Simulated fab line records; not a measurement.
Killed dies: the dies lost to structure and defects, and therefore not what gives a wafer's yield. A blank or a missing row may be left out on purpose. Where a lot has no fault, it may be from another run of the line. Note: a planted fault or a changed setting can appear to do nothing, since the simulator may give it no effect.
fab line records	flow n5Finfet
record: lots: 10	wafers: 30	lastDay: 17
route steps=1938 shown BEOL_M15@1817 MIM_TOP_ETCH@1851 TV_OPEN@1887 PASSIVATION@1936
lots that met no fault: from a run of the same line without faults
startH: hours from the record's opening day to when the first of the lot's shown wafers began	waitH: hours from the lot's prior step to this one	" repeats the value in the row above	L1.1+2: one row covering several wafers at once	- no value, or no start given	* or withheld: withheld	< > ~ a bound
route shown NAME@n: NAME is a module with steps in the file, n the number in the route of the first one	usual: average and standard deviation across the fault-free wafers	same: alike in all rows	chamber/n: place in a boat	sites: per-site readings	_std_site: the standard deviation of these	_edge_site: the outer-site mean with the inner-site mean subtracted	radiusMm: how far each site lies from the wafer's centre	mask NAME#n: copy n	behind: tool/chamber where the wafer was last shaped	hold: why the lot went on hold/how many hours it stayed there/how the hold came to an end	device: which transistor (n, p or np) failed to switch	end of line: the tests these same wafers got at the end of their route	a step given without rows: its recipe and nothing more	killed: dies lost to structure and defects at the first sort, not the wafer's yield	map: a wafer's dies, marking killed ones x, the rest . and places with no die _
set.NAME: the setting that was run; set.NAME@STEP: the one run at that earlier step	model.NAME: the simulator's own value behind a step, which no gauge read
the route's steps for a sample of lots (tables are steps, rows are wafers)
services: when a tool's chamber went out of use (startH, in hours from the record's first day, below 0 if earlier), for how many hours, and the reason
== steps ==
step: N5_BEOL_M15_DEGAS_41
recipe: ambient: vacuum	tempC: 300	timeS: 60
usual: heaterPowerW: 470/44
lot.wafer	tool	chamber	startH	waitH	heaterPowerW
L263.1	pvdSputter-01	-	254.05	0.2	530
L263.2	"	-	"	"	445
L263.3	"	-	"	"	523
L264.1	pvdSputter-03	-	261.33	0.5	383
L264.3	"	-	"	"	471
L264.5	"	-	"	"	483
L267.1	pvdSputter-01	-	281.90	0.1	527
L267.5	"	-	"	"	440
L267.6	"	-	"	"	412
L276.2	pvdSputter-02	-	333.13	0.1	520
L276.3	"	-	"	"	489
L276.5	"	-	"	"	459
L273.1	pvdSputter-03	-	338.37	0.1	491
L273.5	"	-	"	"	388
L273.6	"	-	"	"	438
L277.2	pvdSputter-01	-	338.75	0.4	550
L277.3	"	-	"	"	449
L277.5	"	-	"	"	523
L279.1	pvdSputter-01	-	363.63	0.1	400
L279.5	"	-	"	"	419
L279.6	"	-	"	"	519
L280.1	pvdSputter-02	-	375.17	1.8	475
L280.3	"	-	"	"	530
L280.6	"	-	"	"	471
L282.3	pvdSputter-03	-	378.84	0.0	491
L282.5	"	-	"	"	482
L282.6	"	-	"	"	449
L284.1	pvdSputter-01	-	381.78	0.0	406
L284.2	"	-	"	"	449
L284.4	"	-	"	"	541
step: N5_MIM_TOP_ETCH_ETCH_00
recipe: chemistry: Cl2/BCl3	target: TiN	targetDepthA: 385	ionEnergyEv: 150	pressureMtorr: 10	icpW: 1000	biasW: 126	Cl2_flow_sccm: 53.25	bcl3FlowSccm: 21.75	Ar_flow_sccm: 25
usual: drypumpMotorCurrentA: 5.5/0.4	mfcArSccm: 25.00/0.074	oesProductAu: 0.80/0.067	rfFwdPowerW: 995/3.8	throttleValvePct: 22.66/0.12
lot.wafer	tool	chamber	startH	waitH	drypumpMotorCurrentA	mfcArSccm	oesProductAu	rfFwdPowerW	rfHoursCounterH	throttleValvePct
L263.1	rieMetal-01	1	260.03	0.1	5.2	25.03	0.84	996	20	22.62
L263.2	"	1	"	"	5.2	24.91	0.84	998	-	22.64
L263.3	"	1	"	"	5.2	25.07	0.84	994	-	22.63
L264.1	rieMetal-03	0	266.14	0.1	5.4	25.07	0.70	1003	88	22.79
L264.3	"	1	"	"	6.2	25.10	0.90	996	-	22.47
L264.5	"	1	"	"	6.2	25.07	0.90	998	-	22.45
L267.1	rieMetal-02	1	288.87	0.1	5.1	24.97	0.80	993	28	22.55
L267.5	"	0	"	"	6.0	25.00	0.90	993	-	22.62
L267.6	"	1	"	"	5.2	24.97	0.80	993	-	22.54
L276.2	rieMetal-01	1	340.20	0.1	5.2	25.05	0.81	998	28	22.65
L276.3	"	1	"	"	5.2	25.09	0.81	995	-	22.64
L276.5	"	0	"	"	5.2	25.06	0.73	1000	-	22.84
L273.1	rieMetal-03	0	344.15	0.1	5.4	25.18	0.69	997	95	22.81
L273.5	"	0	"	"	5.4	25.12	0.69	998	-	22.79
L273.6	"	1	"	"	6.2	24.97	0.88	996	-	22.47
L277.2	rieMetal-01	0	344.19	0.1	5.3	25.09	0.73	994	69	22.85
L277.3	"	0	"	"	5.3	24.99	0.73	1000	-	22.86
L277.5	"	0	"	"	5.3	24.91	0.72	999	-	22.85
L279.1	rieMetal-02	1	373.38	0.1	5.1	24.96	0.78	987	34	22.58
L279.5	"	0	"	"	6.0	24.95	0.87	994	-	22.63
L279.6	"	1	"	"	5.1	24.96	0.78	987	-	22.57
L280.1	rieMetal-02	1	379.01	0.1	5.2	25.01	0.78	997	35	22.57
L280.3	"	1	"	"	5.2	25.08	0.78	991	-	22.55
L280.6	"	1	"	"	5.1	25.08	0.78	991	-	22.57
L282.3	rieMetal-01	0	385.95	0.1	5.3	24.96	0.72	999	-	22.86
L282.5	"	0	"	"	5.3	24.99	0.72	1001	-	22.85
L282.6	"	1	"	"	5.2	24.96	0.80	990	-	22.66
L284.1	rieMetal-02	0	386.52	0.1	6.0	25.01	0.86	994	15	22.63
L284.2	"	1	"	"	5.1	25.02	0.78	995	36	22.56
L284.4	"	0	"	"	6.0	25.02	0.84	989	-	22.67
step: N5_PASSIVATION_PASS_ETCH_74
recipe: chemistry: CF4/O2	target: SiNx	targetDepthA: 2200	timeS: 110	ionEnergyEv: 100	pressureMtorr: 40	sourceW: 535	biasW: 49	Ar_flow_sccm: 100	cf4FlowSccm: 100	O2_flow_sccm: 10
usual: drypumpMotorCurrentA: 5.9/0.51	mfcArSccm: 100.0/0.34	oes_f_703_au: 0.76/0.082	oesProductAu: 0.76/0.091	rfFwdPowerW: 532.7/1.7	rfVppV: 242/3	showerheadPlenumPTorr: 2.21/0.08	throttleValvePct: 16.01/0.17
lot.wafer	tool	chamber	startH	waitH	drypumpMotorCurrentA	mfcArSccm	oes_f_703_au	oesProductAu	rfFwdPowerW	rfHoursCounterH	rfVppV	showerheadPlenumPTorr	throttleValvePct
L263.1	rieDiel-04	2	263.14	0.0	5.4	99.9	0.75	0.74	531.1	172	238	2.20	16.05
L263.2	"	1	"	"	6.0	99.9	0.73	0.71	533.2	183	240	2.28	16.11
L263.3	"	3	"	"	6.0	99.7	0.72	0.70	533.6	203	246	2.28	16.05
L264.1	rieDiel-03	2	268.41	0.0	5.3	100.0	0.70	0.70	532.9	223	238	2.18	15.90
L264.3	"	0	"	"	5.9	100.1	0.95	0.96	534.5	5	245	2.35	15.74
L264.5	"	2	"	"	5.3	100.2	0.70	0.69	531.9	-	239	2.18	15.91
L267.1	rieDiel-02	1	291.82	0.0	6.2	99.9	0.74	0.72	532.2	181	239	2.11	15.97
L267.5	"	3	"	"	6.6	99.7	0.88	0.91	532.9	-	245	2.25	15.83
L267.6	"	2	"	"	6.2	100.7	0.71	0.71	532.1	-	240	2.19	16.01
L276.2	rieDiel-02	1	343.42	0.0	6.1	100.6	0.72	0.72	534.1	192	240	2.11	16.00
L276.3	"	3	"	"	6.6	100.0	0.86	0.88	530.0	44	244	2.25	15.85
L276.5	"	2	"	"	6.1	99.2	0.69	0.69	533.1	-	241	2.19	16.06
L277.2	rieDiel-04	1	356.70	0.0	6.0	100.1	0.71	0.68	530.8	212	239	2.27	16.16
L277.3	"	3	"	"	6.0	99.7	0.70	0.68	534.0	233	243	2.26	16.11
L277.5	"	0	"	"	6.4	99.9	0.97	0.98	532.6	-	249	2.35	15.99
L273.1	rieDiel-03	2	356.74	0.0	5.3	101.0	0.68	0.68	531.5	251	237	2.17	15.96
L273.5	"	1	"	"	6.5	100.2	0.70	0.68	532.5	-	239	2.16	16.20
L273.6	"	2	"	"	5.3	101.0	0.68	0.67	532.2	-	240	2.17	15.95
L279.1	rieDiel-02	3	375.99	0.0	6.6	99.8	0.84	0.85	531.8	53	243	2.24	15.88
L279.5	"	3	"	"	6.6	100.1	0.85	0.86	530.3	-	243	2.24	15.88
L279.6	"	2	"	"	6.1	99.9	0.69	0.69	534.0	-	242	2.18	16.04
L280.1	rieDiel-02	2	381.39	0.0	6.1	99.8	0.69	0.68	535.1	224	239	2.18	16.04
L280.3	"	1	"	"	6.2	99.5	0.71	0.71	533.0	205	238	2.10	16.02
L280.6	"	2	"	"	6.1	100.0	0.68	0.69	535.7	-	239	2.18	16.06
L282.3	rieDiel-02	2	388.41	0.0	6.1	99.9	0.50	0.59	405.3	226	278	2.18	16.04
L282.5	"	2	"	"	6.2	99.4	0.49	0.60	406.0	-	277	2.18	16.04
L282.6	"	3	"	"	6.6	99.3	0.84	0.85	529.7	-	242	2.24	15.88
L284.1	rieDiel-02	1	388.89	0.0	6.2	100.0	0.71	0.70	534.5	207	239	2.10	16.02
L284.2	"	3	"	"	6.7	100.1	0.84	0.86	528.8	57	243	2.24	15.89
L284.4	"	2	"	"	6.2	100.7	0.49	0.60	405.8	227	278	2.18	16.05
step: N5_PASSIVATION_VIA_ETCH_13
recipe: chemistry: CHF3/O2	target: SiO2	targetDepthA: 6600	CHF3_flow_sccm: 50	O2_flow_sccm: 5	Ar_flow_sccm: 200	timeS: 330	maskMaterial: PR	pressureMtorr: 30	sourceW: 650	biasW: 170	ionEnergyEv: 200	ends: cleared
usual: drypumpMotorCurrentA: 5.9/0.51	etchRfOnTimeS: 237/5.1	mfcArSccm: 200.0/0.57	oes_f_703_au: 0.76/0.081	oesProductAu: 0.69/0.082	rfFwdPowerW: 647.8/2.1	rfVppV: 526/6.4	showerheadPlenumPTorr: 2.42/0.091	throttleValvePct: 18.89/0.16
lot.wafer	tool	chamber	startH	waitH	drypumpMotorCurrentA	etchRfOnTimeS	mfcArSccm	oes_f_703_au	oesProductAu	rfFwdPowerW	rfHoursCounterH	rfVppV	showerheadPlenumPTorr	throttleValvePct
L263.1	rieDiel-04	2	263.23	0.0	5.4	233	199.8	0.75	0.66	647.2	172	517	2.40	18.92
L263.2	"	1	"	"	6.0	236	200.1	0.72	0.63	651.5	183	521	2.49	18.98
L263.3	"	3	"	"	6.0	237	200.1	0.71	0.63	648.8	203	532	2.50	18.99
L264.1	rieDiel-03	2	268.50	0.0	5.3	237	199.7	0.70	0.63	644.1	223	520	2.38	18.71
L264.3	"	0	"	"	5.9	228	201.1	0.94	0.86	643.9	5	534	2.58	18.70
L264.5	"	2	"	"	5.3	234	200.0	0.70	0.63	646.1	-	519	2.38	18.72
L267.1	rieDiel-02	1	291.91	0.0	6.2	240	200.3	0.73	0.66	646.4	181	521	2.31	18.82
L267.5	"	3	"	"	6.6	238	199.8	0.89	0.82	646.4	-	531	2.46	18.78
L267.6	"	2	"	"	6.2	241	201.2	0.72	0.65	651.5	-	521	2.38	18.74
L276.2	rieDiel-02	1	343.51	0.0	6.2	240	199.5	0.73	0.65	645.1	192	520	2.30	18.85
L276.3	"	3	"	"	6.6	239	199.8	0.86	0.79	646.8	44	530	2.46	18.82
L276.5	"	2	"	"	6.1	244	200.8	0.70	0.63	650.8	-	523	2.37	18.79
L277.2	rieDiel-04	1	356.79	0.0	6.0	234	200.0	0.71	0.62	644.0	212	517	2.48	19.02
L277.3	"	3	"	"	6.0	233	199.3	0.70	0.61	647.6	233	532	2.49	19.01
L277.5	"	0	"	"	6.3	230	200.2	0.96	0.87	649.0	-	540	2.58	18.96
L273.1	rieDiel-03	2	356.83	0.0	5.3	240	199.8	0.68	0.60	647.1	252	519	2.37	18.76
L273.5	"	1	"	"	6.5	241	199.9	0.69	0.61	648.6	-	523	2.36	19.05
L273.6	"	2	"	"	5.2	245	200.4	0.69	0.61	646.4	-	520	2.37	18.77
L279.1	rieDiel-02	3	376.08	0.0	6.6	234	201.1	0.85	0.77	644.6	53	530	2.45	18.83
L279.5	"	3	"	"	6.6	236	200.1	0.85	0.78	644.9	-	529	2.45	18.82
L279.6	"	2	"	"	6.2	244	199.8	0.70	0.63	649.0	-	522	2.37	18.79
L280.1	rieDiel-02	2	381.48	0.0	6.2	238	200.0	0.70	0.62	645.2	224	521	2.37	18.80
L280.3	"	1	"	"	6.2	241	201.2	0.72	0.64	649.6	205	520	2.30	18.88
L280.6	"	2	"	"	6.1	243	199.6	0.69	0.62	648.2	-	520	2.37	18.82
L282.3	rieDiel-02	2	388.50	0.0	6.1	244	200.2	0.70	0.62	646.9	226	522	2.37	18.80
L282.5	"	2	"	"	6.1	243	200.4	0.70	0.62	649.6	-	521	2.37	18.81
L282.6	"	3	"	"	6.6	236	201.0	0.84	0.77	648.2	-	532	2.45	18.82
L284.1	rieDiel-02	1	388.98	0.0	6.2	237	201.2	0.72	0.64	647.2	207	521	2.30	18.87
L284.2	"	3	"	"	6.6	229	198.9	0.85	0.77	645.3	57	531	2.45	18.83
L284.4	"	2	"	"	6.1	243	200.0	0.69	0.62	646.9	227	520	2.37	18.80
step: N5_PASSIVATION_PROBE_49
usual: defectLimitedYield: 91.3/1.5	killed_at_M0_to_M3: 33/12	killed_at_M4_up: 13/5.2	killedAtContacts: 13/6.7	killedAtFrontEnd: 40/11	killedAtOther: 4.1/2.7	killedDies: 103/17	killedOpen: 69/13	killedShort: 33/8.4	sort_bin_5_function: 5.1/1	sort_bin_6_memory: 3.2/0.62	sortNPass: 1077/17	sortYieldPct: 91.3/1.5
same: grossDies: 1180	killedAtBackSide: 0	sort_bin_4_leakage[%]: 0	sort_bin_8_speed[%]: 0
lot.wafer	tool	chamber	startH	waitH	defectLimitedYield[%]	killed_at_M0_to_M3	killed_at_M4_up	killedAtContacts	killedAtFrontEnd	killedAtOther	killedDies	killedOpen	killedShort	sort_bin_5_function[%]	sort_bin_6_memory[%]	sortNPass	sortYieldPct[%]
L282.5	prober-01	-	395.20	0.2	92.9	23	10	17	21	13	84	56	27	4.4	2.5	1096	92.9
killed by level:class
L282.5 MOL_CONTACT_COAG:geometricParticle:open=14 BEOL_M0_SAQP:geometricParticle:open=9 BEOL_M0_SAQP:geometricParticle:short=6 PASS1_CAP:geometricParticle:open=5 PASS1_CAP:geometricParticle:short=5 DUMMY_GATE:geometricParticle:open=4 ILD0:geometricParticle:open=4 BEOL_M4:geometricParticle:open=4
== services ==
tool	chamber	startH	hours	kind
rieMetal-01	-	231.41	5.1	repair
rieMetal-01	0	248.82	21.7	repair
rieDiel-04	2	248.97	8.5	repair
rieMetal-02	-	249.19	2.8	pm
rieDiel-02	3	249.69	7.0	repair
rieMetal-03	-	277.13	0.7	repair
rieMetal-01	-	277.25	0.9	repair
pvdSputter-03	-	279.46	4.2	repair
rieDiel-04	0	303.73	-	clean
rieDiel-04	0	303.73	-	consumableReplace:focusRing
rieDiel-04	0	303.73	-	consumableReplace:showerhead
rieDiel-04	0	303.73	17.6	scheduledDown
rieDiel-04	0	303.73	17.6	ventCycle
rieDiel-04	2	316.38	2.4	repair
rieDiel-02	1	327.06	13.8	repair
rieDiel-03	2	333.27	7.1	repair
rieDiel-03	3	347.79	18.3	repair
rieMetal-03	-	365.03	2.8	pm
rieDiel-03	2	366.13	-	clean
rieDiel-03	2	366.13	-	consumableReplace:esc
rieDiel-03	2	366.13	-	consumableReplace:focusRing
rieDiel-03	2	366.13	23.7	scheduledDown
rieDiel-03	2	366.13	23.7	ventCycle
rieDiel-03	1	386.02	11.1	repair
== key ==
firstSign: step: N5_PASSIVATION_PASS_ETCH_74	reading: rfFwdPowerW	direction: down	sigmas: 76	usual: *	struck: *
effect: step: N5_PASSIVATION_PASS_ETCH_74	reading: rfVppV	direction: up	sigmas: 12	usual: 242	struck: 278
metAt N5_PASSIVATION_PASS_ETCH_74
struckLots L282,L284
struckWafers L282.3,L282.5,L284.4
notActingAt N5_BEOL_M15_DEGAS_41,N5_MIM_TOP_ETCH_ETCH_00,N5_PASSIVATION_VIA_ETCH_13
onsetBetween 381.39 388.41
fault: kind: processParameterDrift	tool: rieDiel-02	chamber: 2	onsetH: 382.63	steps: N5_PASSIVATION_PASS_ETCH_74	channel: sourceW	offset: -128.4	shape: step	endH: 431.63	actsIn: theseRecipesOnly	stated: 535
